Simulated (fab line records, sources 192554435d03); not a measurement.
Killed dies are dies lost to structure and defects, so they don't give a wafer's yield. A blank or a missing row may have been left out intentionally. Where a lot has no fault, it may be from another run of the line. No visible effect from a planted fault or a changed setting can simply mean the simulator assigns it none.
fab line records	flow n5-finfet
record lots=7	wafers=18	last-day=18
route steps=1938 shown SD_ACTIVATION@332 ILD0@335 BEOL_M4@1111 PASSIVATION@1936
lots with no fault: from the same line, run without faults
start-h: the number of hours between the record's first day and the start of the first shown wafer of the lot	wait-h: hours from the lot's prior step to this one	" the same as in the row above	L1.1+2: a row that stands for several wafers	- no value, or no start was given	* or withheld: withheld	< > ~ a bound
route shown NAME@n: NAME is a module with steps in the file, n the number in the route of the first one	usual: mean and standard deviation over wafers with no fault	same: alike in all rows	chamber/n: place in a boat	sites: each site's reading	_std_site: the standard deviation of these	_edge_site: mean of outer sites minus mean of inner sites	radius-mm: how far each site lies from the wafer's centre	mask NAME#n: copy n	behind: the last tool/chamber to shape the wafer	hold: the reason the lot was held/the length of the hold in hours/how it ended	device: transistor that didn't switch, given as n, p or np	end of line: tests of these same wafers at the route's end	step lacking rows: just its recipe	killed: the dies lost at the first sort to structure and to defects; this is not the yield of the wafer	map: the dies of a wafer, with x for killed, . for not killed, _ for no die there
set.NAME: the run value of the setting; set.NAME@STEP: its run value at that earlier step	model.NAME: the simulator's own value behind a step, which no gauge read
a table for each step, a row for each wafer; lots at some steps of the route
services: the hour from which a tool's chamber was out of use, counted from the record's first day as start-h (under 0 if before that day), plus the number of hours and why
## steps
# step N5_SD_ACTIVATION_RS_MEAS_03
# recipe thk-meas-gauge=four-point-probe
# usual RS_SD_N=22.0/0.32	RS_SD_P=56.4/0.8
lot.wafer	tool	chamber	start-h	wait-h	RS_SD_N[ohm/sq]	RS_SD_P[ohm/sq]
L611.1	film-metro-02	-	98.86	0.2	21.8	56.5
L611.2	"	-	"	"	21.4	56.1
L611.4	"	-	"	"	21.6	56.0
L615.1	film-metro-02	-	122.42	0.2	22.0	56.4
L615.3	"	-	"	"	22.3	56.6
L615.6	"	-	"	"	22.1	55.5
L617.1	film-metro-01	-	134.15	0.2	22.2	56.8
L617.4	"	-	"	"	21.8	57.8
L619.2	film-metro-02	-	146.34	0.2	22.1	55.9
L619.3	"	-	"	"	22.1	56.4
L620.3	film-metro-02	-	150.11	0.2	22.5	56.3
L620.4	"	-	"	"	22.3	55.5
L622.1	film-metro-01	-	162.06	0.2	22.4	56.0
L622.3	"	-	"	"	22.7	55.5
L622.4	"	-	"	"	22.3	55.5
L628.2	film-metro-01	-	203.27	0.2	21.9	56.9
L628.4	"	-	"	"	22.3	55.9
L628.6	"	-	"	"	22.3	56.3
# step N5_SD_ACTIVATION_INSPECT_02
# recipe inspect-instrument=darkfield	mode=post-anneal
# usual raw-defect-count=169/35
lot.wafer	tool	chamber	start-h	wait-h	raw-defect-count
L611.1	defect-inspect-02	-	99.18	0.2	158
L611.2	"	-	"	"	161
L611.4	"	-	"	"	251
L615.1	defect-inspect-02	-	122.74	0.2	147
L615.3	"	-	"	"	158
L615.6	"	-	"	"	210
L617.1	defect-inspect-01	-	134.47	0.2	144
L617.4	"	-	"	"	192
L619.2	defect-inspect-01	-	146.64	0.1	204
L619.3	"	-	"	"	192
L620.3	defect-inspect-01	-	150.39	0.1	165
L620.4	"	-	"	"	159
L622.1	defect-inspect-01	-	162.38	0.2	168
L622.3	"	-	"	"	173
L622.4	"	-	"	"	191
L628.2	defect-inspect-01	-	203.57	0.1	144
L628.4	"	-	"	"	168
L628.6	"	-	"	"	191
# step N5_ILD0_LINER_00
# recipe material=SiNx	target-thk-a=40	temp-c=400	ald-precursor-family=SiH2I2	ald-co-reactant=N2/H2-plasma	pulse-time-s=1	purge-time-s=2	co-reactant-purge-time-s=2	ald-cycles=80	pressure-torr=2
# usual heater-power-w=846/67	precursor-pulse-height-rel=0.997/0.02
lot.wafer	tool	chamber	start-h	wait-h	heater-power-w	precursor-pulse-height-rel
L611.1	ald-sin-03	1	99.29	0.1	905	1.024
L611.2	"	0	"	"	920	0.995
L611.4	"	2	"	"	772	1.010
L615.1	ald-sin-04	3	122.77	0.0	920	1.006
L615.3	"	0	"	"	944	1.012
L615.6	"	0	"	"	942	1.001
L617.1	ald-sin-02	1	134.51	0.0	863	1.027
L617.4	"	0	"	"	793	0.993
L619.2	ald-sin-04	0	146.76	0.1	945	0.979
L619.3	"	2	"	"	862	0.985
L620.3	ald-sin-02	2	150.73	0.3	746	0.953
L620.4	"	1	"	"	867	0.969
L622.1	ald-sin-04	0	162.42	0.0	925	1.019
L622.3	"	2	"	"	858	0.996
L622.4	"	3	"	"	902	0.993
L628.2	ald-sin-04	2	203.61	0.0	807	1.025
L628.4	"	1	"	"	831	0.993
L628.6	"	0	"	"	898	0.975
# step N5_ILD0_FCVD_FILL_01
# recipe material=SiO2_flowable	target-thk-a=2000	temp-c=100	pressure-torr=0.8	rf-w=2000	time-s=328.3
# step N5_ILD0_CURE_02
# recipe temp-c=450	time-s=1800	ambient=steam	idle-temp-c=400	ramp-up-c-per-min=5	ramp-down-c-per-min=3	densification-p-h2o-torr=640
# step N5_ILD0_CMP_03
# recipe stop-on=SiNx	t-overpolish-s=1.9	post-cmp-clean=alkaline-brush	down-force-psi=4.1491	platen-rpm=51.796	pad-velocity-m-s=1.0306	target-thk-nm=197.38
# usual motor-current-A=12.2/1.2	overpolish-run-s=1.900/0.0085	platen-rpm=51.79/0.035	slurry-filter-dp-kPa=13.50/0.15	time-to-endpoint-s=71/3.9
lot.wafer	tool	chamber	start-h	wait-h	motor-current-A	overpolish-run-s	platen-rpm	slurry-filter-dp-kPa	time-to-endpoint-s
L611.2	cmp-01	0	101.66	0.0	13.1	1.901	51.81	13.53	71
L611.1	"	1	"	"	11.1	1.912	51.80	13.56	66
L611.4	"	3	"	"	11.2	1.904	51.78	13.54	72
L615.1	cmp-02	3	125.21	0.1	12.8	1.913	51.83	13.36	67
L615.3	"	0	"	"	13.0	1.909	51.73	13.55	67
L615.6	"	1	"	"	10.4	1.905	51.77	13.29	72
L617.1	cmp-01	0	136.88	0.0	12.3	1.901	51.77	13.34	69
L617.4	"	2	"	"	11.5	1.887	51.80	13.44	72
L619.2	cmp-02	2	149.12	0.0	11.2	1.914	51.77	13.32	72
L619.3	"	0	"	"	13.6	1.902	51.74	13.33	73
L620.3	cmp-03	3	153.13	0.1	15.2	1.898	51.86	13.51	72
L620.4	"	1	"	"	11.4	1.888	51.77	13.54	71
L622.1	cmp-03	3	164.79	0.0	15.4	1.898	51.80	13.48	71
L622.3	"	0	"	"	13.2	1.899	51.79	13.64	68
L622.4	"	1	"	"	11.0	1.891	51.77	13.46	72
L628.4	cmp-03	1	206.20	0.3	10.9	1.887	51.80	13.65	71
L628.2	"	2	"	"	12.0	1.903	51.74	13.59	67
L628.6	"	1	"	"	10.9	1.905	51.79	13.37	66
# step N5_ILD0_THK_MEAS_04
# usual thk-nm=197.5/0.92
lot.wafer	tool	chamber	start-h	wait-h	thk-nm
L611.1	film-metro-01	-	101.95	-	195.2
L611.2	"	-	"	"	197.5
L611.4	"	-	"	"	197.9
L615.1	film-metro-02	-	125.43	-	196.3
L615.3	"	-	"	"	197.9
L615.6	"	-	"	"	198.6
L617.1	film-metro-02	-	137.17	-	198.8
L617.4	"	-	"	"	198.3
L619.2	film-metro-02	-	149.41	-	198.3
L619.3	"	-	"	"	196.9
L620.3	film-metro-02	-	153.39	-	197.4
L620.4	"	-	"	"	198.5
L622.1	film-metro-02	-	165.08	-	197.9
L622.3	"	-	"	"	196.0
L622.4	"	-	"	"	197.6
L628.2	film-metro-01	-	206.45	-	195.7
L628.4	"	-	"	"	196.8
L628.6	"	-	"	"	198.0
# step N5_ILD0_CMP_07
# recipe stop-on=poly-Si	material=SiO2_flowable	t-overpolish-s=1.18	post-cmp-clean=alkaline-brush	down-force-psi=4.1491	platen-rpm=51.796	pad-velocity-m-s=1.0306	target-thk-nm=138.88
# usual motor-current-A=12.2/1.3	platen-rpm=51.79/0.033	slurry-filter-dp-kPa=13.50/0.14
lot.wafer	tool	chamber	start-h	wait-h	motor-current-A	platen-rpm	slurry-filter-dp-kPa
L611.4	cmp-02	2	101.98	0.0	11.2	51.81	13.48
L611.2	"	3	"	"	12.1	51.79	13.44
L611.1	"	0	"	"	13.6	51.81	13.48
L615.1	cmp-01	3	125.50	0.1	10.8	51.78	13.68
L615.3	"	1	"	"	11.8	51.81	13.54
L615.6	"	2	"	"	11.6	51.79	13.49
L617.4	cmp-03	2	137.28	0.1	11.7	51.81	13.69
L617.1	"	3	"	"	14.5	51.86	13.49
L619.2	cmp-02	1	149.44	0.0	10.8	51.80	13.39
L619.3	"	2	"	"	11.1	51.75	13.39
L620.4	cmp-02	1	153.50	0.1	10.7	51.78	13.41
L620.3	"	2	"	"	10.9	51.75	13.46
L622.3	cmp-03	1	165.11	0.0	10.7	51.76	13.66
L622.1	"	3	"	"	15.8	51.75	13.56
L622.4	"	0	"	"	13.4	51.81	13.49
L628.4	cmp-01	0	206.59	0.1	12.5	51.77	13.65
L628.2	"	1	"	"	11.3	51.74	13.49
L628.6	"	0	"	"	12.6	51.79	13.43
# step N5_ILD0_THK_MEAS_08
# usual thk-nm=139.2/0.91
lot.wafer	tool	chamber	start-h	wait-h	thk-nm
L611.1	film-metro-01	-	102.28	-	139.3
L611.2	"	-	"	"	138.2
L611.4	"	-	"	"	139.7
L615.1	film-metro-02	-	125.76	-	138.7
L615.3	"	-	"	"	138.4
L615.6	"	-	"	"	139.5
L617.1	film-metro-01	-	137.49	-	139.2
L617.4	"	-	"	"	139.2
L619.2	film-metro-01	-	149.74	-	140.5
L619.3	"	-	"	"	140.1
L620.3	film-metro-02	-	153.72	-	140.0
L620.4	"	-	"	"	140.0
L622.1	film-metro-01	-	165.41	-	139.9
L622.3	"	-	"	"	140.7
L622.4	"	-	"	"	139.1
L628.2	film-metro-01	-	206.89	-	138.6
L628.4	"	-	"	"	140.5
L628.6	"	-	"	"	140.1
# step N5_ILD0_PRECLEAN_10
# recipe chemistry=NF3:NH3	afs-cycles=5	time-s=20	temp-c=30	sublimation-temp-c=180	sublimation-time-s=60	pressure-torr=3	rf-power-w=30
# step N5_ILD0_ALD_15
# recipe material=SiNx	target-thk-a=240	temp-c=400	ald-precursor-family=SiH2I2	ald-co-reactant=N2/H2-plasma	pulse-time-s=1	ald-cycles=480	purge-time-s=2	co-reactant-purge-time-s=2	pressure-torr=2
# usual heater-power-w=857/68	precursor-pulse-height-rel=0.999/0.021
lot.wafer	tool	chamber	start-h	wait-h	heater-power-w	precursor-pulse-height-rel
L611.1	ald-sin-02	1	103.06	0.6	857	0.997
L611.2	"	3	"	"	849	0.968
L611.4	"	0	"	"	762	1.042
L615.1	ald-sin-03	3	126.72	0.8	956	1.014
L615.3	"	1	"	"	919	1.023
L615.6	"	2	127.81	1.4	775	1.003
L617.1	ald-sin-04	1	138.21	0.6	859	0.973
L617.4	"	2	"	"	836	1.024
L619.2	ald-sin-04	1	150.94	0.9	846	0.991
L619.3	"	0	"	"	934	0.985
L620.3	ald-sin-04	0	154.65	0.5	934	1.026
L620.4	"	1	"	"	864	0.986
L622.1	ald-sin-04	1	166.35	0.8	861	1.006
L622.3	"	0	"	"	972	0.990
L622.4	"	2	"	"	855	1.026
L628.2	ald-sin-04	3	207.60	0.5	951	1.018
L628.4	"	0	"	"	903	0.990
L628.6	"	3	208.69	1.1	934	0.971
# step N5_ILD0_CMP_12
# recipe stop-on=poly-Si	material=SiNx	t-overpolish-s=6	post-cmp-clean=alkaline-brush	down-force-psi=2.5	platen-rpm=51.8	pad-velocity-m-s=1.0307	target-thk-nm=17.67
# usual motor-current-A=8.9/0.88	overpolish-run-s=5.999/0.0098	platen-rpm=51.81/0.031	slurry-filter-dp-kPa=13.52/0.15	time-to-endpoint-s=29.2/2.3
lot.wafer	tool	chamber	start-h	wait-h	motor-current-A	overpolish-run-s	platen-rpm	slurry-filter-dp-kPa	time-to-endpoint-s
L611.1	cmp-02	3	105.27	1.1	8.9	5.993	51.82	13.24	28.9
L611.4	"	0	"	"	10.0	5.985	51.79	13.54	24.8
L611.2	"	1	"	"	7.6	5.990	51.76	13.60	32.1
L615.3	cmp-03	3	128.92	1.1	11.1	5.996	51.85	13.56	26.8
L615.1	"	2	"	"	9.1	6.003	51.83	13.52	27.9
L615.6	"	3	"	"	10.8	5.996	51.79	13.47	27.9
L617.1	cmp-02	3	140.41	1.1	8.7	5.987	51.81	13.52	28.3
L617.4	"	1	"	"	7.9	6.017	51.80	13.55	18.7
L619.3	cmp-02	2	153.14	1.1	8.3	5.995	51.86	13.49	30.2
L619.2	"	3	"	"	8.5	5.993	51.76	13.68	14.7
L620.4	cmp-02	3	156.93	1.2	8.8	6.003	51.80	13.27	14.7
L620.3	"	0	"	"	10.1	6.011	51.80	13.56	25.9
L622.4	cmp-03	1	168.59	1.2	8.1	5.980	51.83	13.23	28.8
L622.1	"	2	"	"	9.2	5.977	51.85	13.73	26.1
L622.3	"	3	"	"	11.3	6.000	51.81	13.26	25.4
L628.4	cmp-01	2	209.88	1.2	8.0	5.999	51.83	13.44	30.9
L628.2	"	3	"	"	8.4	6.016	51.77	13.51	28.6
L628.6	"	0	"	"	8.6	5.998	51.76	13.31	30.5
# step N5_ILD0_THK_MEAS_13
# usual thk-nm=17.9/0.93
lot.wafer	tool	chamber	start-h	wait-h	thk-nm
L611.1	film-metro-01	-	105.57	-	17.1
L611.2	"	-	"	"	18.3
L611.4	"	-	"	"	18.6
L615.1	film-metro-01	-	129.22	-	17.8
L615.3	"	-	"	"	17.0
L615.6	"	-	"	"	17.6
L617.1	film-metro-02	-	140.71	-	17.3
L617.4	"	-	"	"	16.3
L619.2	film-metro-02	-	153.43	-	15.1
L619.3	"	-	"	"	18.5
L620.3	film-metro-02	-	157.15	-	15.8
L620.4	"	-	"	"	15.0
L622.1	film-metro-01	-	168.84	-	17.3
L622.3	"	-	"	"	17.0
L622.4	"	-	"	"	18.2
L628.2	film-metro-02	-	210.10	-	18.2
L628.4	"	-	"	"	18.3
L628.6	"	-	"	"	17.2
# step N5_BEOL_M4_RC_MEAS_101
# usual DIBL_N=35.7/1.3	DIBL_P=35.4/1.8	IOFF_N=0.152/0.027	IOFF_P=0.20/0.034	ION_N=672/9.8	ION_P=461/7.5	SS_N=71.4/0.55	SS_P=73.1/0.61	VT_N=251/3.3	VT_P=-251/3.6
lot.wafer	tool	chamber	start-h	wait-h	DIBL_N[mV/V]	DIBL_P[mV/V]	IOFF_N[nA/um]	IOFF_P[nA/um]	ION_N[uA/um]	ION_P[uA/um]	SS_N[mV/dec]	SS_P[mV/dec]	VT_N[mV]	VT_P[mV]
L611.1	prober-02	0	200.27	0.0	35.6	37.1	0.164	0.24	684	474	70.8	73.0	247	-245
L611.2	"	0	"	"	34.1	34.2	0.130	0.18	675	462	70.5	72.3	253	-247
L611.4	"	0	"	"	34.6	35.8	0.146	0.21	675	464	71.0	72.0	249	-247
L615.1	prober-02	0	227.18	0.0	34.9	35.1	0.131	0.21	669	466	71.2	72.8	254	-249
L615.3	"	0	"	"	35.9	35.8	0.152	0.23	679	469	71.6	73.3	249	-249
L615.6	"	0	"	"	35.6	36.1	0.142	0.23	666	471	71.6	73.7	252	-247
L617.1	prober-02	0	240.00	0.0	34.9	34.6	0.135	0.17	656	443	72.0	73.0	252	-259
L617.4	"	0	"	"	37.4	36.0	0.168	0.18	670	447	72.4	73.3	252	-255
L620.3	prober-01	0	256.40	0.3	37.8	36.4	0.179	0.20	676	455	72.1	74.4	249	-253
L620.4	"	0	"	"	35.4	34.7	0.144	0.17	678	452	71.8	72.4	249	-255
L619.2	prober-01	0	260.74	0.2	36.5	36.6	0.170	0.22	673	462	72.3	72.7	250	-250
L619.3	"	0	"	"	34.8	33.9	0.130	0.18	656	457	72.4	72.2	252	-253
L622.1	prober-01	0	278.95	0.0	34.8	32.8	0.136	0.18	670	458	71.3	72.6	252	-252
L622.3	"	0	"	"	34.5	33.8	0.143	0.19	681	463	71.1	73.5	252	-250
L622.4	"	0	"	"	33.6	31.4	0.121	0.16	662	456	70.7	73.1	252	-250
L628.2	prober-02	0	318.63	0.2	33.7	33.3	0.112	0.18	669	470	70.2	72.8	255	-250
L628.4	"	0	"	"	32.7	31.1	0.097	0.15	661	459	71.1	72.6	258	-252
L628.6	"	0	"	"	32.1	30.5	0.093	0.16	651	457	70.2	72.6	257	-253
# step N5_PASSIVATION_PROBE_49
# usual defect-limited-yield=91.5/1.3	killed_at_M0_to_M3=33/11	killed_at_M4_up=14/5.3	killed-at-contacts=11/6.3	killed-at-front-end=38/10	killed-at-other=3.7/2.8	killed-dies=101/16	killed-open=67/12	killed-short=32/7.4	sort_bin_5_function=5.0/0.86	sort_bin_6_memory=3.2/0.69	sort-n-pass=1079/16	sort-yield-pct=91.5/1.3
# same gross-dies=1180	killed-at-back-side=0	sort_bin_4_leakage[%]=0	sort_bin_8_speed[%]=0
lot.wafer	tool	chamber	start-h	wait-h	defect-limited-yield[%]	killed_at_M0_to_M3	killed_at_M4_up	killed-at-contacts	killed-at-front-end	killed-at-other	killed-dies	killed-open	killed-short	sort_bin_5_function[%]	sort_bin_6_memory[%]	sort-n-pass	sort-yield-pct[%]
L620.3	prober-01	-	356.51	0.1	91.9	20	13	5	51	7	96	66	28	5.5	2.0	1084	91.9
# killed by level:class
L620.3 FIN_SAQP:geometric-particle:open=16 STI_FIN_REVEAL:geometric-particle:open=11 FIN_SAQP:geometric-particle:short=9 BEOL_M2:geometric-particle:open=8 STARTING-WAFER:geometric-particle:short=5 MOL_CONTACT_COAG:geometric-particle:open=5 BEOL_M0_SAQP:geometric-particle:open=5 BEOL_M4:geometric-particle:open=4
## services
tool	chamber	start-h	hours	kind
ald-sin-03	-	85.29	14.0	pm
ald-sin-03	0	85.29	14.0	vent-cycle
ald-sin-03	1	85.29	14.0	vent-cycle
ald-sin-03	2	85.29	14.0	vent-cycle
cmp-03	-	87.60	6.7	repair
ald-sin-03	-	143.78	28.1	pm
cmp-01	-	148.41	7.1	pm
cmp-03	-	158.01	2.5	repair
cmp-02	-	163.29	4.1	repair
cmp-03	-	175.35	4.0	pm
ald-sin-04	-	176.82	14.0	pm
ald-sin-04	0	176.82	14.0	vent-cycle
ald-sin-04	1	176.82	14.0	vent-cycle
ald-sin-04	2	176.82	14.0	vent-cycle
ald-sin-04	3	176.82	14.0	vent-cycle
cmp-03	-	179.35	-	consumable-replace:conditioner
cmp-03	-	179.35	-	consumable-replace:pad
ald-sin-03	-	187.19	2.6	repair
ald-sin-04	0	190.82	-	clean
ald-sin-04	1	190.82	-	clean
ald-sin-04	2	190.82	-	clean
ald-sin-04	3	190.82	-	clean
cmp-02	-	198.41	1.0	repair
ald-sin-03	0	199.37	8.0	repair
## key
first-sign step=N5_ILD0_CMP_12	reading=time-to-endpoint-s	direction=down	sigmas=5.7	usual=*	struck=*
effect none on later readings
met-at N5_ILD0_CMP_12
struck-wafers L617.4,L619.2,L620.4
onset-between 105.27 140.41
fault kind=process-parameter-drift	tool=cmp-02	chamber=-	onset-h=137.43	steps=N5_ILD0_CMP_12	channel=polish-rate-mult	offset=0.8	shape=step	end-h=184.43	scope=struck-wafers-only
